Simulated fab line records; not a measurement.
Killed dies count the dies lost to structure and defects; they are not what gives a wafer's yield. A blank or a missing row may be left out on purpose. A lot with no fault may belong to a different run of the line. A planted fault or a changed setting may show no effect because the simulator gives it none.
What tool caused it?	flow nand harc	Sampling: 13 lots, 39 wafers, 5 of 1302 route steps

## WHAT THE GAUGES READ, wafer by wafer
NHARC_END_SORT_01. Usual: killed at array 55, standard deviation 20; killed at other 1.2, standard deviation 1.3; killed at periphery 4.0, standard deviation 3; killed dies 60, standard deviation 21; killed open 3.2, standard deviation 1.9; killed short 2.5, standard deviation 1.6.
lot	measured	on	killed at array	killed at other	killed at periphery	killed dies	killed open	killed short	flag
L233	day 27 06:42	prober-01	664 674 671	5 0 0	8 3 6	677 677 677	6 1 6	3 2 6	OFF
L236	day 29 02:29	prober-02	673 670 668	3 2 4	1 5 5	677 677 677	0 5 3	0 1 2	OFF

## WHAT TOOL EACH LOT RAN ON (gives the tool, then ch and the chambers of the sampled wafers, and finally the start)
lot	NHARC_A_CONTACT_ETCH_125	NHARC_A_CONTACT_ETCH_128	NHARC_A_CONTACT_ETCH_129	NHARC_A_CONTACT_ETCH_133
L227	har cap etch-01 ch 0,1, day 22 15:40	har cap etch-01 ch 0,1, day 22 16:11	har cap etch-01 ch 0,1, day 22 16:22	har cap etch-01 ch 0,1, day 22 17:05
L229	har cap etch-02 ch 0,1, day 23 05:05	har cap etch-02 ch 0,1, day 23 05:37	har cap etch-02 ch 0,1, day 23 05:47	har cap etch-02 ch 0,1, day 23 06:29
L233	har cap etch-02 ch 0,1, day 25 02:01	har cap etch-02 ch 0,1, day 25 02:33	har cap etch-02 ch 0,1, day 25 02:44	har cap etch-02 ch 0,1, day 25 03:28
L236	har cap etch-03 ch 0,1, day 26 15:14	har cap etch-03 ch 0,1, day 26 15:46	har cap etch-03 ch 0,1, day 26 15:56	har cap etch-03 ch 0,1, day 26 16:38
L237	har cap etch-02 ch 0,1, day 26 23:04	har cap etch-02 ch 0,1, day 26 23:36	har cap etch-02 ch 0,1, day 26 23:47	har cap etch-02 ch 0,1, day 27 00:43
L238	har cap etch-01 ch 0, day 27 17:57	har cap etch-01 ch 0, day 27 18:29	har cap etch-01 ch 0, day 27 18:39	har cap etch-01 ch 0, day 27 19:24
L239	har cap etch-02 ch 0,1, day 27 21:01	har cap etch-02 ch 0,1, day 27 21:33	har cap etch-02 ch 0,1, day 27 21:44	har cap etch-02 ch 0,1, day 27 22:29
L240	har cap etch-03 ch 0, day 28 07:12	har cap etch-03 ch 0, day 28 07:43	har cap etch-03 ch 0, day 28 07:54	har cap etch-03 ch 0, day 28 08:37
L242	har cap etch-02 ch 0,1, day 28 14:35	har cap etch-02 ch 0,1, day 28 15:07	har cap etch-02 ch 0,1, day 28 15:18	har cap etch-02 ch 0,1, day 28 16:01
L241	har cap etch-03 ch 0, day 28 16:00	har cap etch-03 ch 0, day 28 16:32	har cap etch-03 ch 0, day 28 16:43	har cap etch-03 ch 0, day 28 17:25
L245	har cap etch-01 ch 0,1, day 29 23:29	har cap etch-01 ch 0,1, day 30 00:01	har cap etch-01 ch 0,1, day 30 00:11	har cap etch-01 ch 0,1, day 30 00:56
L243	har cap etch-01 ch 0,1, day 30 05:16	har cap etch-01 ch 0,1, day 30 05:48	har cap etch-01 ch 0,1, day 30 05:59	har cap etch-01 ch 0,1, day 30 06:46
L248	har cap etch-03 ch 0,1, day 31 09:07	har cap etch-03 ch 0,1, day 31 09:38	har cap etch-03 ch 0,1, day 31 09:49	har cap etch-03 ch 0,1, day 31 10:31
- NHARC_A_CONTACT_ETCH_125: etches the open film in C4F8/O2/Ar, time 197 s, target depth 1918 nm.
- NHARC_A_CONTACT_ETCH_128: etches the open film in C4F8/O2/Ar, time 197 s, target depth 1918 nm.
- NHARC_A_CONTACT_ETCH_129: etches the open film in C4F8/O2/Ar, time 197 s, target depth 1918 nm.
- NHARC_A_CONTACT_ETCH_133: etches the open film in C4F8/O2/Ar, time 374 s, target depth 1610 nm.

## WHAT THE TOOLS THEMSELVES READ (means of the sampled wafers that have a number; where no wafer has one, the mark that the record gives instead)
NHARC_A_CONTACT_ETCH_125. Usual: chamber pressure mTorr 20.002 mTorr, standard deviation 0.017; oes air line au 1.000 a.u., standard deviation 0.021.
lot	tool	chamber pressure mTorr (mTorr)	oes air line au (a.u.)	flag
L227	har cap etch-01	20.003	1.013	
L229	har cap etch-02	19.993	1.017	
L233	har cap etch-02	19.996	0.999	
L236	har cap etch-03	20.004	1.021	
L237	har cap etch-02	19.996	0.968	
L238	har cap etch-01	20.007	1.036	
L239	har cap etch-02	20.004	0.981	
L240	har cap etch-03	19.994	0.979	
L242	har cap etch-02	19.980	1.005	
L241	har cap etch-03	20.010	0.985	
L245	har cap etch-01	20.007	1.018	
L243	har cap etch-01	20.000	1.000	
L248	har cap etch-03	20.000	0.999	

NHARC_A_CONTACT_ETCH_128. Usual: chamber pressure mTorr 20.000 mTorr, standard deviation 0.017; oes air line au 0.999 a.u., standard deviation 0.022.
lot	tool	chamber pressure mTorr (mTorr)	oes air line au (a.u.)	flag
L227	har cap etch-01	19.994	1.010	
L229	har cap etch-02	19.996	0.983	
L233	har cap etch-02	20.027	0.961	
L236	har cap etch-03	19.990	0.988	
L237	har cap etch-02	19.998	1.018	
L238	har cap etch-01	19.998	1.027	
L239	har cap etch-02	20.001	1.010	
L240	har cap etch-03	19.998	0.999	
L242	har cap etch-02	19.984	1.020	
L241	har cap etch-03	20.009	1.014	
L245	har cap etch-01	20.009	0.992	
L243	har cap etch-01	19.981	1.022	
L248	har cap etch-03	19.996	1.002	

NHARC_A_CONTACT_ETCH_129. Usual: chamber pressure mTorr 20.001 mTorr, standard deviation 0.017; oes air line au 0.998 a.u., standard deviation 0.019.
lot	tool	chamber pressure mTorr (mTorr)	oes air line au (a.u.)	flag
L227	har cap etch-01	20.001	0.997	
L229	har cap etch-02	19.999	0.998	
L233	har cap etch-02	20.001	0.991	
L236	har cap etch-03	19.994	0.984	
L237	har cap etch-02	20.003	1.017	
L238	har cap etch-01	20.007	0.984	
L239	har cap etch-02	19.988	0.992	
L240	har cap etch-03	20.004	1.005	
L242	har cap etch-02	20.002	1.020	
L241	har cap etch-03	19.994	1.013	
L245	har cap etch-01	19.999	1.000	
L243	har cap etch-01	20.006	1.013	
L248	har cap etch-03	19.994	0.988	

NHARC_A_CONTACT_ETCH_133. Usual: chamber pressure mTorr 19.998 mTorr, standard deviation 0.018; oes air line au 1.003 a.u., standard deviation 0.02.
lot	tool	chamber pressure mTorr (mTorr)	oes air line au (a.u.)	flag
L227	har cap etch-01	20.013	1.002	
L229	har cap etch-02	20.004	1.008	
L233	har cap etch-02	-	-	OFF
L236	har cap etch-03	-	-	OFF
L237	har cap etch-02	19.982	1.009	
L238	har cap etch-01	19.987	1.024	
L239	har cap etch-02	19.999	0.998	
L240	har cap etch-03	19.998	0.966	
L242	har cap etch-02	20.003	0.978	
L241	har cap etch-03	19.969	1.000	
L245	har cap etch-01	20.008	1.026	
L243	har cap etch-01	20.016	0.998	
L248	har cap etch-03	20.000	1.001	

## THE ANSWER, worked out from the rows above alone
Rule: take the mean of a lot's wafers that have a number; if it is more than 3 standard deviations from the usual mean, the lot is off. Also off: a lot with no number at a reading for which 4 or more lots have one. The other lots that the step has rows for count as sound. First the gauges in route order, then the tools' own readings, where a lot's mean is used as printed above. The first step at which some lot is off is used, and at that step the reading that is off furthest; a lot without a number counts as furthest.
Off: L233, L236, at NHARC_END_SORT_01 (killed at array). Neither off nor sound, because the step has no rows for them: L227, L229, L237, L238, L239, L240, L242, L241, L245, L243, L248.
A tool fits if, at a process step before that reading, it ran every lot that is off, and no sound lot after the first of them. Not tried: the gauges at NHARC_END_SORT_01; whatever is off there is also off at NHARC_A_CONTACT_ETCH_133, on other tools, and gauge error can't account for it. No candidate that was tried fits.

## WHAT HAD BEEN PUT IN BY THE SIMULATOR
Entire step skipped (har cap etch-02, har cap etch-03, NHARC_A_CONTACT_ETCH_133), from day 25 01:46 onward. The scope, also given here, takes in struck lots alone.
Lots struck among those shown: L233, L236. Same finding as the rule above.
